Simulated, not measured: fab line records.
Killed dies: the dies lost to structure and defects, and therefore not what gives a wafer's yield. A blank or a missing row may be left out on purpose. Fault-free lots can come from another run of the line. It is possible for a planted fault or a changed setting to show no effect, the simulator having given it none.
Matching of chambers / flow nand-harc / 4 sister chambers for NHARC_A_STAIRCASE_DESCUM_186 on rie-diel-02
The step chemistry O2, time 3 s. 4 wafers are shown with their chamber, then 10 later ones without.

== WAFERS WITH THEIR CHAMBER ==
wafer=L083.5; chamber=1; drypump-motor-current-A (A)=6.0
wafer=L092.5; chamber=3; drypump-motor-current-A (A)=5.2
wafer=L093.1; chamber=2; drypump-motor-current-A (A)=5.3
wafer=L093.2; chamber=0; drypump-motor-current-A (A)=5.8

== WAFERS WITHOUT THEIR CHAMBER ==
wafer=L093.3; drypump-motor-current-A (A)=6.0
wafer=L094.1; drypump-motor-current-A (A)=5.8
wafer=L094.2; drypump-motor-current-A (A)=6.0
wafer=L094.3; drypump-motor-current-A (A)=5.1
wafer=L095.3; drypump-motor-current-A (A)=5.2
wafer=L095.4; drypump-motor-current-A (A)=5.9
wafer=L095.6; drypump-motor-current-A (A)=5.2
wafer=L097.1; drypump-motor-current-A (A)=5.3
wafer=L097.4; drypump-motor-current-A (A)=5.2
wafer=L097.5; drypump-motor-current-A (A)=5.3

== CHAMBER TAKEN BY EACH ==
wafer=L093.3; from the rows above=1; in truth=1
wafer=L094.1; from the rows above=0; in truth=0
wafer=L094.2; from the rows above=1; in truth=1
wafer=L094.3; from the rows above=3; in truth=3
wafer=L095.3; from the rows above=3; in truth=3
wafer=L095.4; from the rows above=can't be placed: 1 or 0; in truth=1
wafer=L095.6; from the rows above=3; in truth=3
wafer=L097.1; from the rows above=2; in truth=2
wafer=L097.4; from the rows above=3; in truth=3
wafer=L097.5; from the rows above=2; in truth=2
9 of 10 placed correctly. Not placeable from these rows: 1 (in 1, the candidates include the true chamber). Number placed wrongly: 0.
How it was worked out, from the rows above alone: a wafer's distance from a chamber is the root of the sum, over the readings, of the square of ((its reading less the chamber's mean) divided by the reading's scatter). If the next closest chamber is less than 2 further off than the closest, the wafer can't be placed; otherwise it belongs to the closest. A chamber's mean is the mean of its shown wafers. The scatter: root of mean squared gap, hidden wafer to nearest shown wafer, with one shown wafer a chamber.
